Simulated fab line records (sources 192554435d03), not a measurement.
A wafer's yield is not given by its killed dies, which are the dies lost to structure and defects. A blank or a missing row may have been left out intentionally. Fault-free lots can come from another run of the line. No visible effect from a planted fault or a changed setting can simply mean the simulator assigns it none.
fab line records	flow n5Finfet
[record] lots = 7	wafers = 39
route steps=1938 shown PMOS_HMC_CHANNEL_EPI@68 DUMMY_GATE@221 SD_EPI_N@278 HKMG_FIN@448 MOL_CONTACT_COAG@624 BEOL_M4@1037 BEOL_M9@1419 BEOL_M11@1573 BEOL_M14@1751 PASSIVATION@1930
startH: the number of hours between the record's first day and the start of the first shown wafer of the lot	waitH: hours since the lot's step before	" the same as in the row above	L1.1+2: a row that stands for several wafers	- no value present, or no start provided	* or withheld: withheld	< > ~ a bound
route shown NAME@n: a module of which the file shows steps, and the number in the route of the first	usual: mean and standard deviation over wafers with no fault	same: alike in all rows	chamber/n: place in a boat	sites: readings site by site	_std_site: their standard deviation	_edge_site: the outer-site mean with the inner-site mean subtracted	radiusMm: for every site, how far away it sits from the centre of the wafer	mask NAME#n: copy n	behind: the tool/chamber that last shaped the wafer	hold: cause of the lot's hold/its duration in hours/its outcome	device: which transistor (n, p or np) failed to switch	end of line: tests of these same wafers at the route's end	a step without rows: its recipe alone	killed: not the wafer's yield, but the dies lost to structure and defects at the first sort	map: dies across one wafer; x = killed, . = not, _ = none there
set.NAME: the setting the step ran with; set.NAME@STEP: the setting that earlier step ran with	model.NAME: the simulator's own value behind a step, which no gauge read
lots where settings were altered on purpose, with a table for each step and a row for each wafer
[[steps]]
[step N5_PMOS_HMC_CHANNEL_EPI_DESCUM_14]
[recipe] chemistry = O2	timeS = 7.9	sourcePowerW = 50	biasPowerW = 20	pressureMtorr = 20	rfFrequencyHz = 2.712e+07	tempC = 40	resist = CAR-ArF-block	o2FlowSccm = 225
lot.wafer	tool	chamber	startH	waitH	set.timeS	model.CAR-ArF-block_of_PMOS_HMC_CHANNEL_EPI_COAT_03.thkNm
L074.1	rieDiel-03	2	17.97	0.7	7.9	197.6
L074.2	"	0	"	"	7.9	197.5
L074.3	"	1	"	"	6.504	198.7
L074.4	"	3	"	"	7.9	197.1
L074.5	"	1	"	"	6.504	198.4
L074.6	"	2	"	"	6.504	198.2
L082.1	rieDiel-01	1	65.92	0.0	7.9	198.6
L082.2	"	0	"	"	7.9	198.2
L082.4	"	1	"	"	7.9	198.5
L085.1+4	rieDiel-06	0,2	84.08	0.0	5.161	200.4
L085.2	"	2	"	"	7.9	199.6
L085.3	"	3	"	"	7.9	197.9
L085.5	"	3	"	"	5.161	200.6
L085.6	"	0	"	"	7.9	199.2
L086.1+6	rieDiel-06	3,0	89.83	0.2	7.9	198.5
L086.2	"	0	"	"	7.9	198.7
L086.3	"	2	"	"	7.9	199.2
L086.4	"	3	"	"	7.9	197.9
L086.5	"	2	"	"	7.9	198
L087.1	rieDiel-06	2	95.24	0.0	7.9	198.6
L087.2	"	0	"	"	10.45	196.8
L087.3	"	3	"	"	10.45	197.8
L087.4	"	2	"	"	10.45	196.7
L087.5	"	3	"	"	7.9	198.7
L087.6	"	0	"	"	7.9	198.5
L093.1	rieDiel-03	2	131.37	0.0	7.9	199.5
L093.2	"	1	"	"	7.9	198.9
L093.3	"	0	"	"	5.32	201.2
L093.4	"	3	"	"	7.9	199.3
L093.5	"	0	"	"	5.32	200.5
L093.6	"	3	"	"	5.32	201.5
L096.1	rieDiel-03	1	149.57	0.1	7.9	198.5
L096.2	"	3	"	"	11.88	197
L096.3	"	0	"	"	11.88	196.4
L096.4	"	2	"	"	11.88	196
L096.5	"	2	"	"	7.9	198.8
L096.6	"	1	"	"	7.9	198.6
[step N5_DUMMY_GATE_PECVD_30]
[recipe] material = SiO2	targetThkA = 550	tempC = 400	precursor = TEOS/O2	pressureTorr = 6.5	rfW = withheld	teosFlowSccm = withheld	gas = O2	flowSccm = 2650	timeS = 10.8
lot.wafer	tool	chamber	startH	waitH	set.timeS	model.SiO2_of_DUMMY_GATE_PECVD_30.thkNm
L074.1	pecvd-01	1	47.32	0.0	10.8	54.4
L074.2	"	0	"	"	8.002	41.4
L074.3+6	"	0,1	"	"	8.002	41.6
L074.4	"	1	"	"	10.8	54.6
L074.5	"	0	"	"	10.8	55.6
L082.1	pecvd-02	1	98.71	0.0	10.8	55.2
L082.2	"	0	"	"	10.8	54.4
L082.4	"	1	"	"	10.8	56.8
L085.1	pecvd-03	1	117.09	0.0	12.68	62.6
L085.2	"	2	"	"	12.68	64.4
L085.3	"	2	"	"	10.8	55.2
L085.4	"	1	"	"	10.8	55
L085.5	"	1	"	"	12.68	64
L085.6	"	2	"	"	10.8	56
L086.1+6	pecvd-03	2,1	120.99	0.0	14.43	73.2
L086.2	"	1	"	"	10.8	54.2
L086.3	"	1	"	"	10.8	55.6
L086.4	"	2	"	"	14.43	74.4
L086.5	"	2	"	"	10.8	56.6
L087.1	pecvd-01	2	131.18	0.0	10.8	54.6
L087.2	"	1	"	"	10.8	54.2
L087.3	"	0	"	"	8.148	42
L087.4	"	0	"	"	8.148	42.4
L087.5	"	2	"	"	8.148	42.2
L087.6	"	1	"	"	10.8	55.2
L093.1	pecvd-03	0	159.79	0.0	16.75	82.4
L093.2	"	2	"	"	10.8	55.6
L093.3	"	1	"	"	10.8	54.2
L093.4	"	1	"	"	16.75	83.6
L093.5	"	2	"	"	10.8	56.4
L093.6	"	0	"	"	16.75	84.4
L096.1+2	pecvd-01	2,1	178.59	0.0	10.8	54.2
L096.3	"	0	"	"	10.8	55
L096.4	"	1	"	"	8.796	45.2
L096.5	"	0	"	"	8.796	45.8
L096.6	"	2	"	"	8.796	45
[step N5_SD_EPI_N_ETCH_45]
[recipe] chemistry = CH3F/O2	target = SiOCN	targetDepthA = 60	maskMaterial = SOC	ionEnergyEv = 60	biasW = 29	pressureMtorr = 15	sourceW = 410	Ar_flow_sccm = 150	CH3F_flow_sccm = 30	O2_flow_sccm = 20
lot.wafer	tool	chamber	startH	waitH	set.targetDepthA	model.etch.depthNm
L074.1+3	rieDiel-05	2,1	50.76	0.1	60	5.964
L074.2	"	3	"	"	60	5.915
L074.4	"	0	"	"	40.29	4.012
L074.5	"	0	"	"	40.29	4.007
L074.6	"	1	"	"	40.29	4.004
L082.1	rieDiel-02	2	102.06	0.1	60	6.095
L082.2	"	0	"	"	60	5.992
L082.4	"	3	"	"	60	5.879
L085.1	rieDiel-05	3	120.70	0.1	25.74	2.567
L085.2	"	2	"	"	25.74	2.555
L085.3	"	0	"	"	25.74	2.578
L085.4	"	1	"	"	60	5.936
L085.5	"	2	"	"	60	5.998
L085.6	"	1	"	"	60	5.972
L086.1	rieDiel-04	3	124.52	0.1	60	6.151
L086.2	"	1	"	"	60	5.921
L086.3	"	0	"	"	60	6.096
L086.4	"	2	"	"	60	6.169
L086.5	"	0	"	"	60	6.064
L086.6	"	3	"	"	60	6.1
L087.1	rieDiel-02	1	134.60	0.1	60	5.807
L087.2	"	0	"	"	48.38	4.752
L087.3	"	2	"	"	60	6.01
L087.4	"	2	"	"	48.38	4.811
L087.5	"	0	"	"	48.38	4.716
L087.6	"	1	"	"	60	5.792
L093.1	rieDiel-05	0	163.58	0.1	87.14	8.623
L093.2	"	3	"	"	60	5.973
L093.3	"	2	"	"	87.14	8.549
L093.4	"	3	"	"	87.14	8.659
L093.5	"	2	"	"	60	5.883
L093.6	"	0	"	"	60	5.976
L096.1	rieDiel-02	0	183.51	0.1	60	5.865
L096.2	"	3	"	"	60	5.883
L096.3	"	2	"	"	79.16	7.891
L096.4	"	1	"	"	79.16	7.999
L096.5	"	0	"	"	60	5.938
L096.6	"	1	"	"	79.16	8.009
[step N5_HKMG_FIN_NWFM_ALD_20]
[recipe] material = TiAlC	targetThkA = 20	tempC = 300	aldPrecursorFamily = TiCl4	aldCoReactant = TEA	pulseTimeS = 3	purgeTimeS = 2	coReactantPurgeTimeS = 2	coReactantPulseTimeS = 10	aldCycles = 7	pressureTorr = 3
lot.wafer	tool	chamber	startH	waitH	set.aldCycles	model.TiAlC_of_HKMG_FIN_NWFM_ALD_20.thkNm
L074.1+3+5	aldMetal-01	0,3,2	78.11	0.3	7	2
L074.2+4+6	"	1,2,3	"	"	10	2.8
L082.1+2+4	aldMetal-04	0,3,1	130.01	0.3	7	2
L085.1+2+3+4+5+6	aldMetal-02	3,2,0,1,1,2	148.23	0.3	7	2
L086.1+3+5	aldMetal-04	2,3,3	150.98	0.3	7	2
L086.2+4+6	"	0,1,2	"	"	5	1.4
L087.1+3+4	aldMetal-04	0,2,1	161.80	0.3	10	2.8
L087.2+5+6	"	3,1,2	"	"	7	2
L093.1+4+5	aldMetal-02	0,2,1	191.66	0.3	7	2
L093.2+3+6	"	1,2,0	"	"	5	1.4
L096.1+3+5	aldMetal-01	2,1,3	211.86	0.3	7	2
L096.2+4+6	"	3,0,0	"	"	9	2.6
[step N5_MOL_CONTACT_COAG_CVD_140]
[recipe] material = W	targetThkA = 665	mode = selectiveFill	tempC = 300	timeS = 215
lot.wafer	tool	chamber	startH	waitH	set.targetThkA	model.W_of_MOL_CONTACT_COAG_CVD_140.thkNm
L074.1+4	cvdW-01	1	103.44	0.1	1039	104.6
L074.2+5	"	0	"	"	665	66.4
L074.3	"	0	"	"	1039	103.2
L074.6	"	1	"	"	665	67
L082.1	cvdW-02	1	154.14	0.1	665	67.6
L082.2	"	0	"	"	665	66.6
L082.4	"	0	"	"	665	67.2
L085.1+6	cvdW-02	0,1	171.35	0.1	1016	101.8
L085.2	"	1	"	"	665	67.6
L085.3	"	1	"	"	1016	102.8
L085.4	"	0	"	"	665	67.2
L085.5	"	0	"	"	665	66.8
L086.1+6	cvdW-01	1	174.38	0.1	665	67.8
L086.2	"	0	"	"	368.7	37.2
L086.3	"	0	"	"	665	66.2
L086.4	"	1	"	"	368.7	38.4
L086.5	"	0	"	"	368.7	36.6
L087.1	cvdW-01	0	191.50	0.1	808.1	80.2
L087.2	"	1	"	"	808.1	81
L087.3	"	0	"	"	665	66.4
L087.4	"	1	"	"	665	67
L087.5	"	1	"	"	808.1	80.8
L087.6	"	0	"	"	665	66
L093.1	cvdW-02	0	216.35	0.1	952.6	95.4
L093.2+4	"	1,0	"	"	665	67
L093.3	"	1	"	"	665	67.2
L093.5	"	0	"	"	952.6	95.6
L093.6	"	1	"	"	952.6	95.8
L096.1+4+5	cvdW-01	1	235.39	0.1	665	67.2
L096.2	"	0	"	"	797.6	79.8
L096.3	"	0	"	"	797.6	79.6
L096.6	"	0	"	"	797.6	79.2
[step N5_BEOL_M4_DESCUM_16]
[recipe] chemistry = O2	timeS = 7	sourcePowerW = 50	biasPowerW = 20	pressureMtorr = 20	rfFrequencyHz = 2.712e+07	tempC = 40	resist = CAR-EUV	o2FlowSccm = 225
lot.wafer	tool	chamber	startH	waitH	set.timeS	model.CAR-EUV_of_BEOL_M4_COAT_05.thkNm
L074.1+4	rieDiel-04	0	156.41	0.0	7	26.2
L074.2	"	3	"	"	5.864	26.8
L074.3+5	"	2	"	"	5.864	26.6
L074.6	"	3	"	"	7	26
L082.1	rieDiel-04	1	205.67	0.1	7	26.2
L082.2+4	"	3,2	"	"	7	26
L085.1+3+5	rieDiel-05	0,3,2	226.49	0.2	9.932	24.6
L085.2+4	"	2,1	"	"	7	26
L085.6	"	3	"	"	7	26.2
L086.1+2+5	rieDiel-02	0,1,2	241.17	0.1	7	26.2
L086.3+4+6	"	3,2,3	"	"	4.438	27.4
L087.1+4+5	rieDiel-05	1,3,3	244.18	0.0	9.478	25
L087.2+3+6	"	0,2,0	"	"	7	26.2
L093.1+2+5	rieDiel-04	1,0,0	276.86	0.3	7	26.2
L093.3+4+6	"	2,3,1	"	"	3.641	27.8
L096.1+6	rieDiel-05	0	294.86	0.0	3.903	27.8
L096.2+4+5	"	1,3,3	"	"	7	26.2
L096.3	"	2	"	"	3.903	27.6
[step N5_BEOL_M4_ETCH_74]
[recipe] chemistry = N2/H2	target = underlayer	targetDepthA = 65	maskMaterial = CAR-EUV	timeS = 5.2	ionEnergyEv = 200	pressureMtorr = 30	sourceW = 840	biasW = 150	n2FlowSccm = 200	h2FlowSccm = 200	ends = cleared
lot.wafer	tool	chamber	startH	waitH	set.timeS@BEOL_M4_DESCUM_16	model.CAR-EUV_of_BEOL_M4_COAT_05.thkNm
L074.1+4+6	rieDiel-04	0,0,3	156.45	0.0	7	20.4
L074.2	"	3	"	"	5.864	21
L074.3+5	"	2	"	"	5.864	20.8
L082.1+2	rieDiel-04	1,3	205.71	0.0	7	20.4
L082.4	"	2	"	"	7	20.2
L085.1+3	rieDiel-05	0,3	226.53	0.0	9.932	19
L085.2+4+6	"	2,1,3	"	"	7	20.4
L085.5	"	2	"	"	9.932	18.8
L086.1	rieDiel-02	0	241.21	0.0	7	20.4
L086.2+5	"	1,2	"	"	7	20.6
L086.3+6	"	3	"	"	4.438	21.6
L086.4	"	2	"	"	4.438	21.8
L087.1	rieDiel-05	1	244.22	0.0	9.478	19.2
L087.2+3+6	"	0,2,0	"	"	7	20.4
L087.4+5	"	3	"	"	9.478	19.4
L093.1+2+5	rieDiel-04	1,0,0	276.89	0.0	7	20.4
L093.3+4+6	"	2,3,1	"	"	3.641	22
L096.1+6	rieDiel-05	0	294.89	0.0	3.903	22
L096.2+5	"	1,3	"	"	7	20.4
L096.3	"	2	"	"	3.903	21.8
L096.4	"	3	"	"	7	20.6
[step N5_BEOL_M9_ETCH_62]
[recipe] chemistry = N2/H2	target = SOC	targetDepthA = 1100	overetchA = 220	maskMaterial = SiARC	tempC = 40	timeS = 165	ionEnergyEv = 200	pressureMtorr = 30	sourceW = 840	biasW = 150	n2FlowSccm = 200	h2FlowSccm = 200
lot.wafer	tool	chamber	startH	waitH	set.timeS	model.SiARC_of_BEOL_M9_COAT_60.thkNm
L074.1+5	rieDiel-01	3	212.35	0.0	165	23.2
L074.2+3	"	1,0	"	"	165	23.4
L074.4	"	2	"	"	165	23
L074.6	"	0	"	"	165	23.6
L082.1+4	rieDiel-03	3	251.41	0.0	165	23.4
L082.2	"	0	"	"	165	23.6
L085.1	rieDiel-01	1	277.72	0.0	165	23.4
L085.2	"	0	"	"	165	23.6
L085.3	"	3	"	"	165	23
L085.4	"	2	"	"	197.4	22
L085.5	"	2	"	"	197.4	21.8
L085.6	"	1	"	"	197.4	22.2
L086.1+4	rieDiel-01	3,1	290.60	0.0	165	23.6
L086.2	"	0	"	"	239.1	21
L086.3	"	2	"	"	239.1	20.4
L086.5	"	3	"	"	239.1	20.6
L086.6	"	2	"	"	165	23.4
L087.1	rieDiel-03	1	297.24	0.0	236.9	20.6
L087.2+5	"	0,1	"	"	165	23.6
L087.3+6	"	3,0	"	"	236.9	20.8
L087.4	"	2	"	"	165	24
L093.1+2	rieDiel-06	3,2	326.35	0.0	112.6	25.6
L093.3	"	1	"	"	112.6	26
L093.4+5	"	0,1	"	"	165	23.8
L093.6	"	0	"	"	165	24
L096.1+2+5+6	rieDiel-01	0,1,1,0	350.75	0.0	165	23.6
L096.3	"	3	"	"	165	23.2
L096.4	"	2	"	"	165	23
[step N5_BEOL_M9_STRIP_68]
[recipe] chemistry = N2/H2	tempC = 40	n2FlowSccm = 200	h2FlowSccm = 200	rfFrequencyHz = 6e+07
[step N5_BEOL_M9_STRIP_67]
[recipe] chemistry = CF4	resist = SiARC	powerW = 300	biasPowerW = 75	pressureMtorr = 50	cf4FlowSccm = 150	rfFrequencyHz = 6e+07
[step N5_BEOL_M9_HM_OPEN_17]
[recipe] chemistry = Cl2/BCl3	targetDepthA = 200	overetchA = 60	target = TiN	maskMaterial = SOC	ionEnergyEv = 150	pressureMtorr = 10	icpW = 1000	biasW = 126	Cl2_flow_sccm = 53.25	bcl3FlowSccm = 21.75	Ar_flow_sccm = 25
lot.wafer	tool	chamber	startH	waitH	set.timeS@BEOL_M9_ETCH_62	model.etch.depthNm
L074.1	rieMetal-03	1	212.53	0.0	165	19.5
L074.2	"	0	"	"	165	19.45
L074.3	"	1	"	"	165	19.47
L074.4	"	0	"	"	165	19.97
L074.5	"	1	"	"	165	19.34
L074.6	"	0	"	"	165	19.61
L082.1	rieMetal-03	1	251.60	0.0	165	20.15
L082.2	"	0	"	"	165	19.97
L082.4	"	1	"	"	165	19.71
L085.1	rieMetal-01	1	277.91	0.0	165	20.27
L085.2	"	0	"	"	165	20.13
L085.3	"	0	"	"	165	20.15
L085.4	"	1	"	"	197.4	16.98
L085.5	"	1	"	"	197.4	17.1
L085.6	"	0	"	"	197.4	17.04
L086.1	rieMetal-03	0	292.27	1.5	165	20.34
L086.2	"	1	"	"	239.1	12.99
L086.3	"	1	"	"	239.1	12.75
L086.4	"	0	"	"	165	20.32
L086.5	"	0	"	"	239.1	12.79
L086.6	"	1	"	"	165	20.08
L087.1	rieMetal-02	0	297.43	0.0	236.9	13.24
L087.2	"	1	"	"	165	20.27
L087.3	"	1	"	"	236.9	13.15
L087.4	"	0	"	"	165	20.07
L087.5	"	0	"	"	165	19.93
L087.6	"	1	"	"	236.9	13.32
L093.1	rieMetal-02	0	326.55	0.0	112.6	19.75
L093.2	"	1	"	"	112.6	19.69
L093.3	"	1	"	"	112.6	19.64
L093.4	"	0	"	"	165	19.8
L093.5	"	0	"	"	165	19.54
L093.6	"	1	"	"	165	19.79
L096.1+2	rieMetal-01	1,0	350.94	0.0	165	20.08
L096.3	"	0	"	"	165	20.33
L096.4	"	1	"	"	165	19.92
L096.5	"	1	"	"	165	20.16
L096.6	"	0	"	"	165	19.97
[step N5_BEOL_M11_ETCH_66]
[recipe] chemistry = N2/H2	target = SOC	targetDepthA = 1200	overetchA = 240	maskMaterial = SiARC	tempC = 40	timeS = 180	ionEnergyEv = 200	pressureMtorr = 30	sourceW = 840	biasW = 150	n2FlowSccm = 200	h2FlowSccm = 200
lot.wafer	tool	chamber	startH	waitH	set.timeS	model.SiARC_of_BEOL_M11_COAT_64.thkNm
L074.1	rieDiel-01	1	233.86	0.0	180	22.6
L074.2+3+5+6	"	2,3,3,2	"	"	180	22.4
L074.4	"	0	"	"	180	22.8
L082.1	rieDiel-01	0	271.00	0.0	180	22.8
L082.2	"	1	"	"	180	22.6
L082.4	"	3	"	"	180	22.4
L085.1+3	rieDiel-03	0,3	295.12	0.0	180	22.8
L085.2+6	"	1,3	"	"	97.05	26
L085.4	"	2	"	"	180	23
L085.5	"	2	"	"	97.05	26.4
L086.1	rieDiel-03	2	312.73	0.0	180	23.2
L086.2	"	1	"	"	180	22.6
L086.3+5	"	3	"	"	87.09	26.4
L086.4	"	0	"	"	180	22.8
L086.6	"	2	"	"	87.09	26.8
L087.1	rieDiel-03	0	314.86	0.0	129.8	24.8
L087.2+4	"	3,1	"	"	180	22.6
L087.3	"	2	"	"	180	23.2
L087.5	"	2	"	"	129.8	25
L087.6	"	3	"	"	129.8	24.6
L093.1	rieDiel-03	2	350.52	0.0	233.1	21.2
L093.2+6	"	1	"	"	180	22.6
L093.3	"	0	"	"	233.1	20.8
L093.4	"	0	"	"	180	22.8
L093.5	"	2	"	"	233.1	21.4
L096.1+5	rieDiel-03	1,0	373.83	0.0	140.5	24.2
L096.2	"	2	"	"	180	23
L096.3	"	0	"	"	180	22.6
L096.4	"	3	"	"	180	22.4
L096.6	"	3	"	"	140.5	24
[step N5_BEOL_M14_ETCH_68]
[recipe] chemistry = N2/H2	target = SOC	maskMaterial = SiARC	sourceW = 3000	biasW = 350	tempC = 40	timeS = 450	ionEnergyEv = 200	pressureMtorr = 30	n2FlowSccm = 200	h2FlowSccm = 200
lot.wafer	tool	chamber	startH	waitH	set.targetDepthA	model.SiARC_of_BEOL_M14_COAT_66.thkNm
L074.1+2	rieDiel-05	3,2	248.69	0.1	7034	75.2
L074.3	"	0	"	"	9000	65.2
L074.4	"	1	"	"	7034	73.6
L074.5	"	1	"	"	9000	63.8
L074.6	"	0	"	"	9000	65
L082.1	rieDiel-04	0	290.02	0.1	9000	65.4
L082.2+4	"	2,3	"	"	9000	65.6
L085.1	rieDiel-02	2	311.87	0.1	9000	66
L085.2	"	0	"	"	9000	66.2
L085.3	"	1	"	"	4634	86.6
L085.4	"	1	"	"	9000	64.8
L085.5	"	0	"	"	4634	87.6
L085.6	"	2	"	"	4634	87.8
L086.1+6	rieDiel-04	0,2	327.66	0.1	4677	87.2
L086.2	"	2	"	"	9000	65.6
L086.3+4	"	1,3	"	"	9000	66
L086.5	"	1	"	"	4677	87.6
L087.1	rieDiel-02	3	330.92	0.1	7399	75.2
L087.2	"	2	"	"	9000	66.4
L087.3	"	0	"	"	9000	66.6
L087.4	"	1	"	"	7399	73.6
L087.5	"	1	"	"	9000	65.4
L087.6	"	0	"	"	7399	74.6
L093.1	rieDiel-02	0	366.24	0.1	9000	65.2
L093.2	"	1	"	"	13430	42.6
L093.3	"	3	"	"	13430	43.8
L093.4	"	2	"	"	9000	65.6
L093.5	"	3	"	"	9000	66
L093.6	"	2	"	"	13430	43.6
L096.1	rieDiel-02	1	390.17	0.1	4518	87.4
L096.2	"	3	"	"	9000	65.8
L096.3	"	2	"	"	4518	87.6
L096.4	"	0	"	"	9000	65.2
L096.5	"	3	"	"	4518	87.8
L096.6	"	0	"	"	9000	65.6
[step N5_PASSIVATION_ETCH_54]
[recipe] chemistry = CHF3/O2	target = SiO2	targetDepthA = 8800	CHF3_flow_sccm = 50	O2_flow_sccm = 5	Ar_flow_sccm = 200	timeS = 440	maskMaterial = PR	pressureMtorr = 30	sourceW = 650	biasW = 170	ionEnergyEv = 200
lot.wafer	tool	chamber	startH	waitH	set.timeS	model.etch.depthNm	model.PASSIVATION.featureDepthNm
L074.1	rieDiel-05	1	268.06	0.1	440	911.8	911.8
L074.2	"	0	"	"	440	874.2	874.2
L074.3	"	3	"	"	325.7	648.1	648
L074.4	"	2	"	"	325.7	648.1	648.2
L074.5	"	3	"	"	440	875.3	875.2
L074.6	"	2	"	"	325.7	647.2	647.2
L082.1	rieDiel-05	2	311.53	0.1	440	868.3	868.4
L082.2	"	0	"	"	440	869	869
L082.4	"	2	"	"	440	866.4	866.4
L085.1	rieDiel-05	1	331.03	0.1	440	900.2	900.2
L085.2	"	0	"	"	335	663	663
L085.3	"	3	"	"	335	676.1	676
L085.4	"	0	"	"	440	871.2	871.2
L085.5	"	3	"	"	335	678.5	678.4
L085.6	"	1	"	"	440	905.9	906
L086.1	rieDiel-04	3	347.43	0.1	440	874.1	874
L086.2	"	1	"	"	440	877	877
L086.3	"	2	"	"	440	880	880
L086.4	"	0	"	"	629.7	1250	1250
L086.5	"	1	"	"	629.7	1247	1247
L086.6	"	2	"	"	629.7	1265	1265
L087.1	rieDiel-04	3	352.62	0.1	440	875.4	875.4
L087.2	"	2	"	"	533.1	1069	1069
L087.3	"	0	"	"	440	872	872
L087.4	"	1	"	"	533.1	1068	1068
L087.5	"	0	"	"	440	872.1	872
L087.6	"	1	"	"	533.1	1058	1058
L093.1	rieDiel-02	1	388.91	0.1	440	882.5	882.6
L093.2	"	0	"	"	553.5	1077	1077
L093.3	"	3	"	"	440	851.3	851.4
L093.4	"	2	"	"	553.5	1080	1080
L093.5	"	3	"	"	553.5	1073	1073
L093.6	"	0	"	"	440	851.4	851.4
L096.1	rieDiel-05	1	419.62	0.1	440	892.9	892.8
L096.2	"	2	"	"	440	875.7	875.8
L096.3	"	0	"	"	440	862.5	862.6
L096.4	"	3	"	"	440	885	885
L096.5	"	1	"	"	440	890.9	891
L096.6	"	0	"	"	440	858.9	858.8
[[key]]
[split] step = N5_PMOS_HMC_CHANNEL_EPI_DESCUM_14	setting = timeS	stated = 7.9	by = wafer
[response] step = N5_PMOS_HMC_CHANNEL_EPI_DESCUM_14	reading = model.CAR-ArF-block_of_PMOS_HMC_CHANNEL_EPI_COAT_03.thkNm	change = -0.0467	per = 1%	r = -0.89
[split] step = N5_DUMMY_GATE_PECVD_30	setting = timeS	stated = 10.8	by = wafer
[response] step = N5_DUMMY_GATE_PECVD_30	reading = model.SiO2_of_DUMMY_GATE_PECVD_30.thkNm	change = +0.513	per = 1%	r = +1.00
[split] step = N5_SD_EPI_N_ETCH_45	setting = targetDepthA	stated = 60	by = wafer
[response] step = N5_SD_EPI_N_ETCH_45	reading = model.etch.depthNm	change = +0.0599	per = 1%	r = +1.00
[split] step = N5_HKMG_FIN_NWFM_ALD_20	setting = aldCycles	stated = 7	by = wafer
[response] step = N5_HKMG_FIN_NWFM_ALD_20	reading = model.TiAlC_of_HKMG_FIN_NWFM_ALD_20.thkNm	change = +0.0196	per = 1%	r = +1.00
[split] step = N5_MOL_CONTACT_COAG_CVD_140	setting = targetThkA	stated = 665	by = wafer
[response] step = N5_MOL_CONTACT_COAG_CVD_140	reading = model.W_of_MOL_CONTACT_COAG_CVD_140.thkNm	change = +0.663	per = 1%	r = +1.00
[split] step = N5_BEOL_M4_DESCUM_16	setting = timeS	stated = 7	by = wafer
[response] step = N5_BEOL_M4_DESCUM_16	reading = model.CAR-EUV_of_BEOL_M4_COAT_05.thkNm	change = -0.0339	per = 1%	r = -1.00
[response] step = N5_BEOL_M4_ETCH_74	reading = model.CAR-EUV_of_BEOL_M4_COAT_05.thkNm	change = -0.0327	per = 1%	r = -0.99
[split] step = N5_BEOL_M9_ETCH_62	setting = timeS	stated = 165	by = wafer
[response] step = N5_BEOL_M9_ETCH_62	reading = model.SiARC_of_BEOL_M9_COAT_60.thkNm	change = -0.065	per = 1%	r = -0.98
[response] step = N5_BEOL_M9_HM_OPEN_17	reading = model.etch.depthNm	shape = bent	atLowest = 19.69	atStated = 19.94	atHighest = 12.84
[split] step = N5_BEOL_M11_ETCH_66	setting = timeS	stated = 180	by = wafer
[response] step = N5_BEOL_M11_ETCH_66	reading = model.SiARC_of_BEOL_M11_COAT_64.thkNm	change = -0.0684	per = 1%	r = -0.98
[split] step = N5_BEOL_M14_ETCH_68	setting = targetDepthA	stated = 9000	by = wafer
[response] step = N5_BEOL_M14_ETCH_68	reading = model.SiARC_of_BEOL_M14_COAT_66.thkNm	change = -0.448	per = 1%	r = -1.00
[split] step = N5_PASSIVATION_ETCH_54	setting = timeS	stated = 440	by = wafer
[response] step = N5_PASSIVATION_ETCH_54	reading = model.etch.depthNm	change = +8.85	per = 1%	r = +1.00
[response] step = N5_PASSIVATION_ETCH_54	reading = model.PASSIVATION.featureDepthNm	change = +8.85	per = 1%	r = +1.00
